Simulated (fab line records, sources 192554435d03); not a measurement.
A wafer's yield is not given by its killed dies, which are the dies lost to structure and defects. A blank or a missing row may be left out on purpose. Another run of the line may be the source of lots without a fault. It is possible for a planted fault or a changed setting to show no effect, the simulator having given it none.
Matching of chambers || flow n5Finfet || N5_BEOL_M2_DEP_57 on pecvd-03: 3 sister chambers
The step deposits SiCN from 3MS/NH3, target thk 8 nm, time 14 s. 20 wafers are shown with their chamber, then 10 later ones without.

EACH WAFER AND ITS CHAMBER
{"wafer": "L078.1", "chamber": 1, "showerheadPlenumPTorr (Torr)": 3.663, "throttleValvePct (%)": 9.9}
{"wafer": "L078.2", "chamber": 2, "showerheadPlenumPTorr (Torr)": 3.672, "throttleValvePct (%)": 9.3}
{"wafer": "L078.3", "chamber": 0, "showerheadPlenumPTorr (Torr)": 3.701, "throttleValvePct (%)": 8.5}
{"wafer": "L078.4", "chamber": 0, "showerheadPlenumPTorr (Torr)": 3.704, "throttleValvePct (%)": 8.7}
{"wafer": "L078.5", "chamber": 1, "showerheadPlenumPTorr (Torr)": 3.662, "throttleValvePct (%)": 9.7}
{"wafer": "L078.6", "chamber": 2, "showerheadPlenumPTorr (Torr)": 3.680, "throttleValvePct (%)": 9.1}
{"wafer": "L077.1", "chamber": 1, "showerheadPlenumPTorr (Torr)": 3.660, "throttleValvePct (%)": 9.9}
{"wafer": "L077.2", "chamber": 0, "showerheadPlenumPTorr (Torr)": 3.694, "throttleValvePct (%)": 8.3}
{"wafer": "L077.3", "chamber": 2, "showerheadPlenumPTorr (Torr)": 3.673, "throttleValvePct (%)": 9.4}
{"wafer": "L077.4", "chamber": 0, "showerheadPlenumPTorr (Torr)": 3.698, "throttleValvePct (%)": 8.5}
{"wafer": "L077.5", "chamber": 2, "showerheadPlenumPTorr (Torr)": 3.668, "throttleValvePct (%)": 9.0}
{"wafer": "L077.6", "chamber": 1, "showerheadPlenumPTorr (Torr)": 3.658, "throttleValvePct (%)": 9.8}
{"wafer": "L079.1", "chamber": 1, "showerheadPlenumPTorr (Torr)": 3.670, "throttleValvePct (%)": 9.6}
{"wafer": "L079.5", "chamber": 1, "showerheadPlenumPTorr (Torr)": 3.664, "throttleValvePct (%)": 9.7}
{"wafer": "L079.6", "chamber": 2, "showerheadPlenumPTorr (Torr)": 3.671, "throttleValvePct (%)": 9.3}
{"wafer": "L080.1", "chamber": 1, "showerheadPlenumPTorr (Torr)": 3.665, "throttleValvePct (%)": 9.6}
{"wafer": "L080.3", "chamber": 2, "showerheadPlenumPTorr (Torr)": 3.683, "throttleValvePct (%)": 9.1}
{"wafer": "L080.5", "chamber": 2, "showerheadPlenumPTorr (Torr)": 3.670, "throttleValvePct (%)": 9.2}
{"wafer": "L091.1", "chamber": 2, "showerheadPlenumPTorr (Torr)": 3.672, "throttleValvePct (%)": 8.7}
{"wafer": "L091.2", "chamber": 0, "showerheadPlenumPTorr (Torr)": 3.696, "throttleValvePct (%)": 8.5}

SIGNATURES, as means of the wafers listed above
{"reading": "showerheadPlenumPTorr", "chamber 0": 3.69860, "chamber 1": 3.66314, "chamber 2": 3.67362, "scatter within a chamber": 0.00446}
{"reading": "throttleValvePct", "chamber 0": 8.500, "chamber 1": 9.743, "chamber 2": 9.137, "scatter within a chamber": 0.174}
Rule: a wafer's distance from a chamber is the root of the sum, over the readings, of the square of ((its reading less the chamber's mean) divided by the reading's scatter). If the next closest chamber is less than 2 further off than the closest, the wafer can't be placed; otherwise it belongs to the closest. The scatter: take each reading less its chamber's mean, square it, sum over the shown wafers, divide by the number of wafers less the number of chambers, and take the root.

WAFERS WHOSE CHAMBER IS MISSING
{"wafer": "L091.3", "showerheadPlenumPTorr (Torr)": 3.670, "throttleValvePct (%)": 9.6}
{"wafer": "L091.4", "showerheadPlenumPTorr (Torr)": 3.702, "throttleValvePct (%)": 8.9}
{"wafer": "L091.5", "showerheadPlenumPTorr (Torr)": 3.673, "throttleValvePct (%)": 8.3}
{"wafer": "L091.6", "showerheadPlenumPTorr (Torr)": 3.675, "throttleValvePct (%)": 9.8}
{"wafer": "L093.3", "showerheadPlenumPTorr (Torr)": 3.677, "throttleValvePct (%)": 8.4}
{"wafer": "L093.5", "showerheadPlenumPTorr (Torr)": 3.702, "throttleValvePct (%)": 8.5}
{"wafer": "L093.6", "showerheadPlenumPTorr (Torr)": 3.671, "throttleValvePct (%)": 8.3}
{"wafer": "L095.2", "showerheadPlenumPTorr (Torr)": 3.653, "throttleValvePct (%)": 9.9}
{"wafer": "L095.5", "showerheadPlenumPTorr (Torr)": 3.681, "throttleValvePct (%)": 8.5}
{"wafer": "L095.6", "showerheadPlenumPTorr (Torr)": 3.659, "throttleValvePct (%)": 10.0}

CHAMBER TAKEN BY EACH
{"wafer": "L091.3", "from the rows above": "can't be placed: 1 or 2", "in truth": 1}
{"wafer": "L091.4", "from the rows above": 0, "in truth": 0}
{"wafer": "L091.5", "from the rows above": "can't be placed: 2 or 0", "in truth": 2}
{"wafer": "L091.6", "from the rows above": "can't be placed: 1 or 2", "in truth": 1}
{"wafer": "L093.3", "from the rows above": "can't be placed: 2 or 0", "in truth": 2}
{"wafer": "L093.5", "from the rows above": 0, "in truth": 0}
{"wafer": "L093.6", "from the rows above": "can't be placed: 2 or 0", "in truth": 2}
{"wafer": "L095.2", "from the rows above": 1, "in truth": 1}
{"wafer": "L095.5", "from the rows above": "can't be placed: 0 or 2", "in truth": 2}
{"wafer": "L095.6", "from the rows above": 1, "in truth": 1}
Placed correctly: 4 of 10. Cannot be placed on the basis of these rows: 6; the candidates contain the true chamber in 6. 0 placed wrongly.
